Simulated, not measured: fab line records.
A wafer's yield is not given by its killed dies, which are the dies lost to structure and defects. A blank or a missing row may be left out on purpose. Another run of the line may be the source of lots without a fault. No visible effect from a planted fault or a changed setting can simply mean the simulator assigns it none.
Split-lot study | flow n5_finfet | 39 wafers read across 7 lots, on a route 1938 steps long

SPLIT DETAILS
At N5_MOL_CONTACT_COAG_IMPLANT_129, the setting energy_kev was moved away from the recipe's 3 on 9 of the 39 wafers read, by +25.8% to +30.6%. This setting was run at the recipe's value on the other wafers.

The split's own step is where the reading is taken.

THE READING
In nm, at N5_MOL_CONTACT_COAG_IMPLANT_129: implant.drp_nm, which is the simulator's own figure and was read by no gauge. The file gives no usual value for it.

wafer  | tool, chamber at the split | energy_kev as run | against the recipe | implant.drp_nm, nm | against lot-mates on the recipe
L078.1 | implanter-01, 0            | 3                 | recipe             | 2.134              | -
L078.2 | implanter-01, 0            | 3                 | recipe             | 2.134              | -
L078.3 | implanter-01, 0            | 3                 | recipe             | 2.134              | -
L078.4 | implanter-01, 0            | 3                 | recipe             | 2.134              | -
L078.5 | implanter-01, 0            | 3                 | recipe             | 2.134              | -
L078.6 | implanter-01, 0            | 3                 | recipe             | 2.134              | -
L079.1 | implanter-02, 0            | 3.917             | +30.6%             | 2.519              | +0.385
L079.2 | implanter-02, 0            | 3.917             | +30.6%             | 2.519              | +0.385
L079.6 | implanter-02, 0            | 3.917             | +30.6%             | 2.519              | +0.385
L079.3 | implanter-02, 0            | 3                 | recipe             | 2.134              | -
L079.4 | implanter-02, 0            | 3                 | recipe             | 2.134              | -
L079.5 | implanter-02, 0            | 3                 | recipe             | 2.134              | -
L081.1 | implanter-02, 0            | 3                 | recipe             | 2.134              | -
L081.2 | implanter-02, 0            | 3                 | recipe             | 2.134              | -
L081.3 | implanter-02, 0            | 3                 | recipe             | 2.134              | -
L081.4 | implanter-02, 0            | 3                 | recipe             | 2.134              | -
L081.5 | implanter-02, 0            | 3                 | recipe             | 2.134              | -
L081.6 | implanter-02, 0            | 3                 | recipe             | 2.134              | -
L084.1 | implanter-01, 0            | 3.818             | +27.3%             | 2.479              | +0.345
L084.2 | implanter-01, 0            | 3.818             | +27.3%             | 2.479              | +0.345
L084.6 | implanter-01, 0            | 3.818             | +27.3%             | 2.479              | +0.345
L084.3 | implanter-01, 0            | 3                 | recipe             | 2.134              | -
L084.4 | implanter-01, 0            | 3                 | recipe             | 2.134              | -
L084.5 | implanter-01, 0            | 3                 | recipe             | 2.134              | -
L085.2 | implanter-02, 0            | 3                 | recipe             | 2.134              | -
L085.5 | implanter-02, 0            | 3                 | recipe             | 2.134              | -
L085.6 | implanter-02, 0            | 3                 | recipe             | 2.134              | -
L087.1 | implanter-01, 0            | 3                 | recipe             | 2.134              | -
L087.2 | implanter-01, 0            | 3                 | recipe             | 2.134              | -
L087.3 | implanter-01, 0            | 3                 | recipe             | 2.134              | -
L087.4 | implanter-01, 0            | 3                 | recipe             | 2.134              | -
L087.5 | implanter-01, 0            | 3                 | recipe             | 2.134              | -
L087.6 | implanter-01, 0            | 3                 | recipe             | 2.134              | -
L097.1 | implanter-02, 0            | 3.774             | +25.8%             | 2.461              | +0.327
L097.3 | implanter-02, 0            | 3.774             | +25.8%             | 2.461              | +0.327
L097.4 | implanter-02, 0            | 3.774             | +25.8%             | 2.461              | +0.327
L097.2 | implanter-02, 0            | 3                 | recipe             | 2.134              | -
L097.5 | implanter-02, 0            | 3                 | recipe             | 2.134              | -
L097.6 | implanter-02, 0            | 3                 | recipe             | 2.134              | -

FIT RESULTS
A straight line over all 39 wafers: implant.drp_nm changes by +0.0126 nm for each +1% of energy_kev; r = +1.00; the points scatter about the line by 0.00047 nm.
The same after taking each lot's own level away (the mean of its wafers on the recipe; 39 wafers): +0.0126 nm for each +1%; r = +1.00; scatter 0.00047 nm.
The reading moves by 0.39 nm for the largest change in energy_kev, on that fit.
The lots' own levels span 2.1340 to 2.1340 nm.
The two slopes agree, so the slope changes little with the lot-to-lot level.
Check: for one of the wafers moved furthest among these (+30.6%), held out of the fit, the line's prediction against its lot-mates is +0.386 nm. Against them it came out at +0.385 nm.

THE OTHER SPLITS THESE WAFERS WENT THROUGH
Before the reading, these wafers also passed through other splits. Each is held against what the fit with the lots' levels taken away leaves over:
other split on the same wafers | wafers away from the commonest value | r with implant.drp_nm (lot level and that fit taken away)
N5_GATE_CUT_EXPOSE_10 dose_mj  | 15                                   | -0.02

THE WHOLE CHAIN: every reading that the file lists as answering this split, in the file's order
step                            | what it does | reading                                                         | change (the file's fit)                | r (the file's)
N5_MOL_CONTACT_COAG_IMPLANT_129 |              | implant.rp_nm (the simulator's own value, which no gauge read)  | +0.0331 nm for each +1% of the setting | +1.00
N5_MOL_CONTACT_COAG_IMPLANT_129 |              | implant.drp_nm (the simulator's own value, which no gauge read) | +0.0126 nm for each +1% of the setting | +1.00

FILE'S OWN FIT
implant.drp_nm changes by +0.0126 nm for each +1% of energy_kev, r = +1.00.
